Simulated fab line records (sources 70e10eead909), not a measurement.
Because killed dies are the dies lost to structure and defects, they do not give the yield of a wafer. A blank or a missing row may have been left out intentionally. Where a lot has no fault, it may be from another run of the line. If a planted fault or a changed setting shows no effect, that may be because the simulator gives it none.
Which of the tools did it? :: flow nand_harc :: 36 wafers from 12 lots sampled at 6 of the route's 1302 steps

== WHAT THE GAUGES READ, wafer by wafer ==
NHARC_P_GATE_INSPECT_68. Usual: raw_defect_count reads 214 (standard deviation 84).
lot: L936
measured: day 5 22:25
on: defect_inspect-01
raw_defect_count: 77 179 179
flag: 

lot: L937
measured: day 5 22:35
on: defect_inspect-02
raw_defect_count: 395 232 268
flag: 

lot: L939
measured: day 7 00:03
on: defect_inspect-02
raw_defect_count: 271 253 169
flag: 

lot: L940
measured: day 7 09:42
on: defect_inspect-02
raw_defect_count: 159 171 156
flag: 

lot: L942
measured: day 8 08:40
on: defect_inspect-02
raw_defect_count: 178 175 292
flag: 

lot: L945
measured: day 9 11:55
on: defect_inspect-02
raw_defect_count: 813 660 837
flag: OFF

lot: L947
measured: day 10 06:42
on: defect_inspect-01
raw_defect_count: 922 659 718
flag: OFF

lot: L953
measured: day 13 02:21
on: defect_inspect-02
raw_defect_count: 196 160 173
flag: 

lot: L954
measured: day 13 02:40
on: defect_inspect-01
raw_defect_count: 200 123 247
flag: 

lot: L955
measured: day 13 16:19
on: defect_inspect-01
raw_defect_count: 198 268 380
flag: 

lot: L957
measured: day 14 11:58
on: defect_inspect-01
raw_defect_count: 245 189 159
flag: 

lot: L958
measured: day 15 02:22
on: defect_inspect-01
raw_defect_count: 302 380 324
flag: 

NHARC_P_CONTACT_CD_MEAS_12: the cd target is 90 nm. Usual: cd_nm reads 90.2 nm (standard deviation 0.64).
lot: L936
measured: day 6 00:01
on: cd_sem-03
cd_nm (nm): 90.0 90.7 89.3
flag: 

lot: L937
measured: day 6 00:13
on: cd_sem-02
cd_nm (nm): 90.3 91.8 89.8
flag: 

lot: L939
measured: day 7 01:32
on: cd_sem-01
cd_nm (nm): 89.2 89.3 89.7
flag: 

lot: L940
measured: day 7 11:18
on: cd_sem-02
cd_nm (nm): 90.4 89.7 90.4
flag: 

lot: L942
measured: day 8 10:16
on: cd_sem-03
cd_nm (nm): 90.1 90.6 89.2
flag: 

lot: L945
measured: day 9 13:31
on: cd_sem-03
cd_nm (nm): 91.3 90.8 90.7
flag: 

lot: L947
measured: day 10 08:11
on: cd_sem-01
cd_nm (nm): 90.3 89.8 90.1
flag: 

lot: L953
measured: day 13 03:50
on: cd_sem-02
cd_nm (nm): 89.7 90.5 91.5
flag: 

lot: L954
measured: day 13 04:17
on: cd_sem-03
cd_nm (nm): 89.4 90.0 90.1
flag: 

lot: L955
measured: day 13 17:47
on: cd_sem-03
cd_nm (nm): 90.2 90.6 88.9
flag: 

lot: L957
measured: day 14 13:35
on: cd_sem-03
cd_nm (nm): 90.8 91.1 89.2
flag: 

lot: L958
measured: day 15 03:59
on: cd_sem-03
cd_nm (nm): 89.9 89.4 89.5
flag: 

NHARC_END_SORT_01. Usual: killed_at_array 57, standard deviation 19; killed_at_other 0.9, standard deviation 1.1; killed_at_periphery 4.0, standard deviation 2.6; killed_dies 62, standard deviation 19; killed_open 3.3, standard deviation 1.8; killed_short 2.4, standard deviation 1.7.
lot: L945
measured: day 27 12:02
on: prober-02
killed_at_array: 65 89 58
killed_at_other: 2 0 2
killed_at_periphery: 85 83 74
killed_dies: 152 172 134
killed_open: 0 4 4
killed_short: 4 3 6
flag: OFF

lot: L947
measured: day 28 13:14
on: prober-01
killed_at_array: 33 30 43
killed_at_other: 0 0 0
killed_at_periphery: 81 76 89
killed_dies: 114 106 132
killed_open: 2 1 4
killed_short: 6 2 2
flag: OFF

== WHAT TOOL EACH LOT RAN ON (gives the tool, then ch and the chambers of the sampled wafers, and finally the start) ==
lot: L936
NHARC_P_GATE_DESCUM_48: rie_diel-01 ch 0,1, day 5 16:02
NHARC_P_GATE_STRIP_111: plasma_asher-02 ch 0,1, day 5 16:25
NHARC_P_GATE_STRIP_112: plasma_asher-01 ch 0,1, day 5 18:10

lot: L937
NHARC_P_GATE_DESCUM_48: rie_diel-09 ch 0,1, day 5 16:12
NHARC_P_GATE_STRIP_111: plasma_asher-01 ch 0,1, day 5 16:37
NHARC_P_GATE_STRIP_112: plasma_asher-02 ch 0, day 5 18:23

lot: L939
NHARC_P_GATE_DESCUM_48: rie_diel-01 ch 2,3, day 6 17:47
NHARC_P_GATE_STRIP_111: plasma_asher-01 ch 0, day 6 18:10
NHARC_P_GATE_STRIP_112: plasma_asher-01 ch 0,1, day 6 19:47

lot: L940
NHARC_P_GATE_DESCUM_48: rie_diel-01 ch 1,2,3, day 7 03:11
NHARC_P_GATE_STRIP_111: plasma_asher-01 ch 0,1, day 7 03:32
NHARC_P_GATE_STRIP_112: plasma_asher-01 ch 0,1, day 7 05:17

lot: L942
NHARC_P_GATE_DESCUM_48: rie_diel-09 ch 0,3, day 8 01:15
NHARC_P_GATE_STRIP_111: plasma_asher-02 ch 0,1, day 8 01:46
NHARC_P_GATE_STRIP_112: plasma_asher-02 ch 0,1, day 8 03:29

lot: L945
NHARC_P_GATE_DESCUM_48: rie_diel-09 ch 0,1,2, day 9 05:40
NHARC_P_GATE_STRIP_111: plasma_asher-01 ch 0,1, day 9 06:04
NHARC_P_GATE_STRIP_112: plasma_asher-02 ch 0,1, day 9 07:49

lot: L947
NHARC_P_GATE_DESCUM_48: rie_diel-01 ch 1,2,3, day 10 00:27
NHARC_P_GATE_STRIP_111: plasma_asher-01 ch 0,1, day 10 00:57
NHARC_P_GATE_STRIP_112: plasma_asher-01 ch 0,1, day 10 02:38

lot: L953
NHARC_P_GATE_DESCUM_48: rie_diel-09 ch 0,1, day 12 19:56
NHARC_P_GATE_STRIP_111: plasma_asher-01 ch 0,1, day 12 20:20
NHARC_P_GATE_STRIP_112: plasma_asher-01 ch 0,1, day 12 22:02

lot: L954
NHARC_P_GATE_DESCUM_48: rie_diel-09 ch 0,2, day 12 20:14
NHARC_P_GATE_STRIP_111: plasma_asher-02 ch 1, day 12 20:40
NHARC_P_GATE_STRIP_112: plasma_asher-02 ch 0,1, day 12 22:25

lot: L955
NHARC_P_GATE_DESCUM_48: rie_diel-03 ch 2,3, day 13 10:01
NHARC_P_GATE_STRIP_111: plasma_asher-02 ch 0,1, day 13 10:28
NHARC_P_GATE_STRIP_112: plasma_asher-02 ch 0,1, day 13 12:13

lot: L957
NHARC_P_GATE_DESCUM_48: rie_diel-09 ch 1,2,3, day 14 05:43
NHARC_P_GATE_STRIP_111: plasma_asher-01 ch 0,1, day 14 06:07
NHARC_P_GATE_STRIP_112: plasma_asher-02 ch 0, day 14 07:52

lot: L958
NHARC_P_GATE_DESCUM_48: rie_diel-09 ch 1,2,3, day 14 19:58
NHARC_P_GATE_STRIP_111: plasma_asher-02 ch 0,1, day 14 20:27
NHARC_P_GATE_STRIP_112: plasma_asher-02 ch 0,1, day 14 22:04
- NHARC_P_GATE_DESCUM_48: chemistry O2, time 3 s.
- NHARC_P_GATE_STRIP_111: strips in N2/H2, time 250 s.
- NHARC_P_GATE_STRIP_112: strips in N2/H2, time 200 s.

== AS READ BY THE TOOLS THEMSELVES (means over the sampled wafers that have a number; for cases with no such wafer, the mark the record gives instead) ==
NHARC_P_GATE_DESCUM_48. Usual: drypump_motor_current_A 5.9 A, standard deviation 0.54; oes_product_au 1.001 a.u., standard deviation 0.011; rf_vpp_V 57.6 V, standard deviation 0.83; showerhead_plenum_p_Torr 1.89 Torr, standard deviation 0.074; throttle_valve_pct 11.310 %, standard deviation 0.009.
lot: L936
tool: rie_diel-01
drypump_motor_current_A (A): 6.2
oes_product_au (a.u.): 0.993
rf_vpp_V (V): 58.3
showerhead_plenum_p_Torr (Torr): 1.87
throttle_valve_pct (%): 11.307
flag: 

lot: L937
tool: rie_diel-09
drypump_motor_current_A (A): 5.5
oes_product_au (a.u.): 1.014
rf_vpp_V (V): 57.3
showerhead_plenum_p_Torr (Torr): 1.94
throttle_valve_pct (%): 11.309
flag: 

lot: L939
tool: rie_diel-01
drypump_motor_current_A (A): 6.3
oes_product_au (a.u.): 1.015
rf_vpp_V (V): 57.9
showerhead_plenum_p_Torr (Torr): 1.90
throttle_valve_pct (%): 11.304
flag: 

lot: L940
tool: rie_diel-01
drypump_motor_current_A (A): 5.9
oes_product_au (a.u.): 1.008
rf_vpp_V (V): 57.4
showerhead_plenum_p_Torr (Torr): 1.87
throttle_valve_pct (%): 11.309
flag: 

lot: L942
tool: rie_diel-09
drypump_motor_current_A (A): 6.2
oes_product_au (a.u.): 1.005
rf_vpp_V (V): 57.4
showerhead_plenum_p_Torr (Torr): 1.84
throttle_valve_pct (%): 11.305
flag: 

lot: L945
tool: rie_diel-09
drypump_motor_current_A (A): 5.8
oes_product_au (a.u.): 0.996
rf_vpp_V (V): 57.6
showerhead_plenum_p_Torr (Torr): 1.95
throttle_valve_pct (%): 11.310
flag: 

lot: L947
tool: rie_diel-01
drypump_motor_current_A (A): 5.9
oes_product_au (a.u.): 0.996
rf_vpp_V (V): 58.0
showerhead_plenum_p_Torr (Torr): 1.87
throttle_valve_pct (%): 11.309
flag: 

lot: L953
tool: rie_diel-09
drypump_motor_current_A (A): 6.0
oes_product_au (a.u.): 0.994
rf_vpp_V (V): 58.2
showerhead_plenum_p_Torr (Torr): 1.87
throttle_valve_pct (%): 11.305
flag: 

lot: L954
tool: rie_diel-09
drypump_motor_current_A (A): 6.1
oes_product_au (a.u.): 0.999
rf_vpp_V (V): 58.3
showerhead_plenum_p_Torr (Torr): 1.95
throttle_valve_pct (%): 11.301
flag: 

lot: L955
tool: rie_diel-03
drypump_motor_current_A (A): 5.3
oes_product_au (a.u.): 1.017
rf_vpp_V (V): 57.1
showerhead_plenum_p_Torr (Torr): 1.84
throttle_valve_pct (%): 11.316
flag: 

lot: L957
tool: rie_diel-09
drypump_motor_current_A (A): 5.6
oes_product_au (a.u.): 1.005
rf_vpp_V (V): 57.9
showerhead_plenum_p_Torr (Torr): 1.96
throttle_valve_pct (%): 11.310
flag: 

lot: L958
tool: rie_diel-09
drypump_motor_current_A (A): 5.6
oes_product_au (a.u.): 0.998
rf_vpp_V (V): 58.0
showerhead_plenum_p_Torr (Torr): 1.96
throttle_valve_pct (%): 11.313
flag: 

NHARC_P_GATE_STRIP_111. Usual: drypump_motor_current_A 5.8 A, standard deviation 0.34; heater_power_w 96 W, standard deviation 9.9.
lot: L936
tool: plasma_asher-02
drypump_motor_current_A (A): 5.4
heater_power_w (W): 90
flag: 

lot: L937
tool: plasma_asher-01
drypump_motor_current_A (A): 6.0
heater_power_w (W): 104
flag: 

lot: L939
tool: plasma_asher-01
drypump_motor_current_A (A): 6.2
heater_power_w (W): 93
flag: 

lot: L940
tool: plasma_asher-01
drypump_motor_current_A (A): 6.0
heater_power_w (W): 102
flag: 

lot: L942
tool: plasma_asher-02
drypump_motor_current_A (A): 5.4
heater_power_w (W): 89
flag: 

lot: L945
tool: plasma_asher-01
drypump_motor_current_A (A): 6.0
heater_power_w (W): 100
flag: 

lot: L947
tool: plasma_asher-01
drypump_motor_current_A (A): 6.1
heater_power_w (W): 100
flag: 

lot: L953
tool: plasma_asher-01
drypump_motor_current_A (A): 6.1
heater_power_w (W): 99
flag: 

lot: L954
tool: plasma_asher-02
drypump_motor_current_A (A): 5.3
heater_power_w (W): 85
flag: 

lot: L955
tool: plasma_asher-02
drypump_motor_current_A (A): 5.4
heater_power_w (W): 90
flag: 

lot: L957
tool: plasma_asher-01
drypump_motor_current_A (A): 6.0
heater_power_w (W): 106
flag: 

lot: L958
tool: plasma_asher-02
drypump_motor_current_A (A): 5.4
heater_power_w (W): 87
flag: 

NHARC_P_GATE_STRIP_112. Usual: drypump_motor_current_A 5.7 A, standard deviation 0.34; heater_power_w 94 W, standard deviation 9.3.
lot: L936
tool: plasma_asher-01
drypump_motor_current_A (A): 6.0
heater_power_w (W): 102
flag: 

lot: L937
tool: plasma_asher-02
drypump_motor_current_A (A): 5.5
heater_power_w (W): 92
flag: 

lot: L939
tool: plasma_asher-01
drypump_motor_current_A (A): 6.0
heater_power_w (W): 102
flag: 

lot: L940
tool: plasma_asher-01
drypump_motor_current_A (A): 6.0
heater_power_w (W): 103
flag: 

lot: L942
tool: plasma_asher-02
drypump_motor_current_A (A): 5.4
heater_power_w (W): 90
flag: 

lot: L945
tool: plasma_asher-02
drypump_motor_current_A (A): 5.4
heater_power_w (W): 88
flag: 

lot: L947
tool: plasma_asher-01
drypump_motor_current_A (A): 6.1
heater_power_w (W): 100
flag: 

lot: L953
tool: plasma_asher-01
drypump_motor_current_A (A): 6.1
heater_power_w (W): 100
flag: 

lot: L954
tool: plasma_asher-02
drypump_motor_current_A (A): 5.4
heater_power_w (W): 88
flag: 

lot: L955
tool: plasma_asher-02
drypump_motor_current_A (A): 5.4
heater_power_w (W): 87
flag: 

lot: L957
tool: plasma_asher-02
drypump_motor_current_A (A): 5.5
heater_power_w (W): 89
flag: 

lot: L958
tool: plasma_asher-02
drypump_motor_current_A (A): 5.4
heater_power_w (W): 87
flag: 

== THE ANSWER, worked out from the rows above alone ==
Rule: lot off if the mean of its wafers having a number is beyond 3 standard deviations from the usual mean. Also off: a lot with no number at a reading for which 4 or more lots have one. Where the step has rows for the other lots, those lots are counted as sound. Order of review: gauges by route order, followed by the tools' own readings, for which a lot's mean as printed above is used. The first step at which some lot is off is used, and at that step the reading that is off furthest; a lot without a number counts as furthest.
Off: L945, L947, at NHARC_P_GATE_INSPECT_68 (raw_defect_count).
If a tool, at a process step before that reading, ran all the lots that are off and no sound lot after the first of them, it fits. Not tried: the gauges at NHARC_P_GATE_INSPECT_68; whatever is off there is also off at NHARC_END_SORT_01, on other tools, and gauge error can't account for it. Of those tried, none fits.

== WHAT THE SIMULATOR HAD INSERTED ==
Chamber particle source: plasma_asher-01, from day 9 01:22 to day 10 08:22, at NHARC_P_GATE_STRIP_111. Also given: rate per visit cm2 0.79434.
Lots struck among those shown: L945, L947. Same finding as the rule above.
